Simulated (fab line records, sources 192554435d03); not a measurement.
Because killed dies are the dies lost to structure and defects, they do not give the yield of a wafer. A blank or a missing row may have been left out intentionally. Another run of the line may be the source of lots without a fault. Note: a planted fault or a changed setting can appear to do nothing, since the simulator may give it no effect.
fab line records -- flow n5Finfet
record lots=7, wafers=21, lastDay=18
route steps=1938 shown DUMMY_GATE@256 SPACER0@258 SD_EPI_N@262
lots with no fault: from the same line, run without faults
startH: the number of hours between the record's first day and the start of the first shown wafer of the lot -- waitH: time in hours since the lot's previous step -- " as in the row above -- L1.1+2: a single row standing in for several wafers -- - no value present, or no start provided -- * or withheld: withheld -- < > ~ a bound
route shown NAME@n: a module of which the file shows steps, and the number in the route of the first -- usual: average and standard deviation across the fault-free wafers -- same: alike in all rows -- chamber/n: place in a boat -- sites: per-site readings -- _std_site: how widely they spread, as a standard deviation -- _edge_site: inner sites' mean taken away from outer sites' mean -- radiusMm: for every site, how far away it sits from the centre of the wafer -- mask NAME#n: copy n -- behind: the last tool/chamber to shape the wafer -- hold: the reason the lot was held/the length of the hold in hours/how it ended -- device: the transistor (n, p or np) that didn't switch -- end of line: the tests these same wafers got at the end of their route -- a step given without rows: its recipe and nothing more -- killed: not the wafer's yield, but the dies lost to structure and defects at the first sort -- map: a wafer's dies, x killed, . not, _ none there
set.NAME: setting as actually run; set.NAME@STEP: the setting as run at that earlier step -- model.NAME: the simulator's own value behind a step, which no gauge read
certain route steps with their lots: each step a table, each wafer a row
services: when a tool's chamber went out of use (startH, in hours from the record's first day, below 0 if earlier), for how many hours, and the reason
## steps
# step N5_DUMMY_GATE_UV_OZONE_45
# recipe timeS=120, pressureTorr=760, tempC=25
# step N5_DUMMY_GATE_INSPECT_27
# recipe inspectInstrument=brightfield, mode=aei
# usual rawDefectCount=284/67
lot.wafer,tool,chamber,startH,waitH,rawDefectCount
L471.4,defectInspect-01,-,73.18,0.0,254
L471.5,defectInspect-01,-,73.18,0.0,193
L471.6,defectInspect-01,-,73.18,0.0,376
L472.1,defectInspect-02,-,84.36,0.0,177
L472.3,defectInspect-02,-,84.36,0.0,276
L472.6,defectInspect-02,-,84.36,0.0,250
L473.2,defectInspect-02,-,88.34,0.0,385
L473.3,defectInspect-02,-,88.34,0.0,310
L473.6,defectInspect-02,-,88.34,0.0,315
L481.1,defectInspect-02,-,131.69,0.0,282
L481.3,defectInspect-02,-,131.69,0.0,273
L481.5,defectInspect-02,-,131.69,0.0,364
L486.1,defectInspect-02,-,165.08,0.0,170
L486.3,defectInspect-02,-,165.08,0.0,221
L486.4,defectInspect-02,-,165.08,0.0,302
L487.1,defectInspect-01,-,168.35,0.0,281
L487.3,defectInspect-01,-,168.35,0.0,225
L487.6,defectInspect-01,-,168.35,0.0,187
L490.2,defectInspect-01,-,184.65,0.0,262
L490.5,defectInspect-01,-,184.65,0.0,265
L490.6,defectInspect-01,-,184.65,0.0,316
# step N5_SPACER0_ALD_07
# recipe material=SiNx, targetThkA=20, tempC=400, aldPrecursorFamily=SiH2I2, aldCoReactant=N2/H2-plasma, pressureTorr=2
# usual heaterPowerW=861/80
lot.wafer,tool,chamber,startH,waitH,heaterPowerW
L471.4,aldSin-02,0,73.33,0.2,969
L471.5,aldSin-02,1,73.33,0.2,936
L471.6,aldSin-02,2,73.33,0.2,730
L472.1,aldSin-02,3,86.27,1.9,999
L472.3,aldSin-02,2,86.27,1.9,738
L472.6,aldSin-02,2,86.27,1.9,730
L473.2,aldSin-04,0,88.38,0.0,803
L473.3,aldSin-04,1,88.38,0.0,831
L473.6,aldSin-04,0,88.38,0.0,809
L481.1,aldSin-03,3,131.72,0.0,746
L481.3,aldSin-03,2,131.72,0.0,845
L481.5,aldSin-03,0,131.72,0.0,873
L486.1,aldSin-02,3,165.17,0.1,993
L486.3,aldSin-02,2,165.17,0.1,710
L486.4,aldSin-02,1,165.17,0.1,927
L487.1,aldSin-04,0,168.39,0.0,793
L487.3,aldSin-04,1,168.39,0.0,811
L487.6,aldSin-04,2,168.39,0.0,925
L490.2,aldSin-03,3,185.59,0.9,755
L490.5,aldSin-03,2,185.59,0.9,837
L490.6,aldSin-03,1,185.59,0.9,829
# step N5_SPACER0_ALD_00
# recipe material=SiOCN, targetThkA=35, tempC=400, aldPrecursorFamily=alkyl-aminosilane, aldCoReactant=O2/N2-plasma, pulseTimeS=3, purgeTimeS=2, coReactantPurgeTimeS=2, aldCycles=58, pressureTorr=2
# usual heaterPowerW=860/80, precursorPulseHeightRel=0.999/0.021
lot.wafer,tool,chamber,startH,waitH,heaterPowerW,precursorPulseHeightRel
L471.4,aldSin-02,0,73.49,0.1,992,1.007
L471.5,aldSin-02,1,73.49,0.1,899,0.981
L471.6,aldSin-02,2,73.49,0.1,708,1.000
L472.1,aldSin-02,3,86.42,0.1,1000,0.982
L472.3,aldSin-02,2,86.42,0.1,741,0.983
L472.6,aldSin-02,2,86.42,0.1,735,0.955
L473.2,aldSin-04,0,88.53,0.1,792,0.980
L473.3,aldSin-04,1,88.53,0.1,833,1.015
L473.6,aldSin-04,0,88.53,0.1,806,1.002
L481.1,aldSin-03,3,131.88,0.1,762,1.014
L481.3,aldSin-03,2,131.88,0.1,818,1.023
L481.5,aldSin-03,0,131.88,0.1,861,1.007
L486.1,aldSin-02,3,165.32,0.1,1003,0.998
L486.3,aldSin-02,2,165.32,0.1,729,0.968
L486.4,aldSin-02,1,165.32,0.1,921,1.010
L487.1,aldSin-04,0,168.54,0.1,806,0.988
L487.3,aldSin-04,1,168.54,0.1,836,0.977
L487.6,aldSin-04,2,168.54,0.1,941,0.983
L490.2,aldSin-03,3,185.75,0.1,761,1.023
L490.5,aldSin-03,2,185.75,0.1,828,1.040
L490.6,aldSin-03,1,185.75,0.1,825,0.980
# step N5_SPACER0_ALD_08
# recipe material=SiNx, targetThkA=20, tempC=400, aldPrecursorFamily=SiH2I2, aldCoReactant=N2/H2-plasma, pressureTorr=2
# usual heaterPowerW=859/80
lot.wafer,tool,chamber,startH,waitH,heaterPowerW
L471.4,aldSin-02,0,73.74,0.1,978
L471.5,aldSin-02,1,73.74,0.1,908
L471.6,aldSin-02,2,73.74,0.1,734
L472.1,aldSin-02,3,86.68,0.1,1005
L472.3,aldSin-02,2,86.68,0.1,733
L472.6,aldSin-02,2,86.68,0.1,731
L473.2,aldSin-04,0,88.79,0.1,785
L473.3,aldSin-04,1,88.79,0.1,827
L473.6,aldSin-04,0,88.79,0.1,812
L481.1,aldSin-03,3,132.14,0.1,765
L481.3,aldSin-03,2,132.14,0.1,834
L481.5,aldSin-03,0,132.14,0.1,874
L486.1,aldSin-02,3,165.58,0.1,980
L486.3,aldSin-02,2,165.58,0.1,723
L486.4,aldSin-02,1,165.58,0.1,907
L487.1,aldSin-04,0,168.80,0.1,795
L487.3,aldSin-04,1,168.80,0.1,818
L487.6,aldSin-04,2,168.80,0.1,939
L490.2,aldSin-03,3,186.00,0.1,762
L490.5,aldSin-03,2,186.00,0.1,852
L490.6,aldSin-03,1,186.00,0.1,827
# step N5_SPACER0_INSPECT_04
# recipe inspectInstrument=darkfield, mode=postDep
# usual rawDefectCount=131/28
lot.wafer,tool,chamber,startH,waitH,rawDefectCount
L471.4,defectInspect-01,-,73.90,0.1,118
L471.5,defectInspect-01,-,73.90,0.1,110
L471.6,defectInspect-01,-,73.90,0.1,148
L472.1,defectInspect-01,-,86.84,0.1,77
L472.3,defectInspect-01,-,86.84,0.1,112
L472.6,defectInspect-01,-,86.84,0.1,107
L473.2,defectInspect-02,-,88.94,0.1,129
L473.3,defectInspect-02,-,88.94,0.1,122
L473.6,defectInspect-02,-,88.94,0.1,127
L481.1,defectInspect-02,-,132.29,0.1,113
L481.3,defectInspect-02,-,132.29,0.1,129
L481.5,defectInspect-02,-,132.29,0.1,165
L486.1,defectInspect-02,-,165.74,0.1,132
L486.3,defectInspect-02,-,165.74,0.1,108
L486.4,defectInspect-02,-,165.74,0.1,161
L487.1,defectInspect-01,-,168.96,0.1,118
L487.3,defectInspect-01,-,168.96,0.1,105
L487.6,defectInspect-01,-,168.96,0.1,132
L490.2,defectInspect-02,-,186.16,0.1,143
L490.5,defectInspect-02,-,186.16,0.1,92
L490.6,defectInspect-02,-,186.16,0.1,136
# step N5_SD_EPI_N_COAT_32
# recipe resist=SOC, tempC=250, timeS=60, spinRpm=1500, resistThkNm=350
# step N5_SD_EPI_N_COAT_33
# recipe resist=SiARC, tempC=220, timeS=60, spinRpm=1500, resistThkNm=35
# step N5_SD_EPI_N_COAT_03
# recipe resist=CAR-ArF-block, spinRpm=1500, resistThkNm=150
# step N5_SD_EPI_N_EBR_05
# recipe solvent=PGMEA, ebrWidthMm=1.5
# step N5_SD_EPI_N_SOFTBAKE_04
# recipe tempC=110, timeS=60, resist=CAR-ArF-block
# step N5_SD_EPI_N_EXPOSE_06
# recipe maskId=SD_N_BLK, na=1.35, sourceShape=conventional, sigmaOuter=0.8, polarization=unpolarized, targetCdNm=120, doseMj=39.75
# step N5_SD_EPI_N_PEB_07
# recipe pebTempC=110, pebTimeS=60, resist=CAR-ArF-block
# usual chillPlateTempC=23.02/0.1, exhaustPa=44.9/0.93, plateTempC=110.01/0.12
lot.wafer,tool,chamber,startH,waitH,chillPlateTempC,exhaustPa,plateTempC
L471.4,lithoTrack-01,-,74.24,0.0,-,-,-
L471.5,lithoTrack-01,-,74.24,0.0,-,-,-
L471.6,lithoTrack-01,-,74.24,0.0,-,-,-
L472.1,lithoTrack-03,-,87.17,0.1,-,-,-
L472.3,lithoTrack-03,-,87.17,0.1,-,-,-
L472.6,lithoTrack-03,-,87.17,0.1,-,-,-
L473.2,lithoTrack-01,-,89.28,0.0,-,-,-
L473.3,lithoTrack-01,-,89.28,0.0,-,-,-
L473.6,lithoTrack-01,-,89.28,0.0,-,-,-
L481.1,lithoTrack-04,0,132.62,0.1,22.87,43.6,110.24
L481.3,lithoTrack-04,0,132.62,0.1,23.00,44.7,110.00
L481.5,lithoTrack-04,0,132.62,0.1,23.02,44.3,110.22
L486.1,lithoTrack-04,0,166.07,0.1,22.95,45.4,109.83
L486.3,lithoTrack-04,0,166.07,0.1,22.97,45.6,109.77
L486.4,lithoTrack-04,0,166.07,0.1,23.04,44.2,109.85
L487.1,lithoTrack-03,0,169.16,0.1,23.18,45.9,110.04
L487.3,lithoTrack-03,0,169.16,0.1,23.02,45.7,110.07
L487.6,lithoTrack-03,0,169.16,0.1,23.20,45.9,109.99
L490.2,lithoTrack-04,0,186.50,0.0,22.95,45.2,110.02
L490.5,lithoTrack-04,0,186.50,0.0,22.96,44.7,110.13
L490.6,lithoTrack-04,0,186.50,0.0,22.96,45.9,109.99
# step N5_SD_EPI_N_DEVELOP_08
# recipe developTimeS=30, developer=TMAH, resist=CAR-ArF-block, devTempC=23, rinseLiquid=diw, dry=airSpin
## services
tool,chamber,startH,hours,kind
aldSin-04,-,56.55,1.3,repair
aldSin-02,2,56.64,15.4,repair
aldSin-03,0,59.46,1.5,repair
aldSin-03,-,85.37,14.0,pm
aldSin-03,0,85.37,14.0,ventCycle
aldSin-03,1,85.37,14.0,ventCycle
aldSin-03,2,85.37,14.0,ventCycle
aldSin-03,3,85.37,14.0,ventCycle
aldSin-03,0,99.37,-,clean
aldSin-03,1,99.37,-,clean
aldSin-03,2,99.37,-,clean
aldSin-03,3,99.37,-,clean
aldSin-02,2,130.82,3.4,repair
lithoTrack-03,-,139.23,-,consumableReplace:filter
lithoTrack-01,-,143.14,-,consumableReplace:filter
aldSin-04,0,151.87,11.8,repair
aldSin-02,-,177.38,14.0,pm
aldSin-02,0,177.38,14.0,ventCycle
aldSin-02,1,177.38,14.0,ventCycle
aldSin-02,2,177.38,14.0,ventCycle
aldSin-02,3,177.38,14.0,ventCycle
lithoTrack-03,-,182.43,-,consumableReplace:filter
## key
firstSign step=N5_SD_EPI_N_PEB_07, reading=toolRecord, direction=missing
effect none on later readings
metAt N5_SD_EPI_N_PEB_07
struckWafers L471.4,L471.5,L471.6,L472.1,L472.3,L472.6,L473.2,L473.3,L473.6
laterRowsLeftOut L471.4,L471.5,L471.6,L472.1,L472.3,L472.6,L473.2,L473.3,L473.6
sortLeftOut L471.4,L471.5,L471.6,L472.1,L472.3,L472.6,L473.2,L473.3,L473.6
fault kind=skippedStepWhole, tool=lithoTrack-01,lithoTrack-03, chamber=-, onsetH=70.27, steps=N5_SD_EPI_N_PEB_07, scope=struckLotsOnly
# sortLeftOut: the simulated sort isn't trusted on such a fault, so these wafers' sort isn't shown, and their yield isn't known
# laterRowsLeftOut: the simulator's readings of these wafers behind a module that went badly wrong aren't trusted and aren't shown, but for the sort
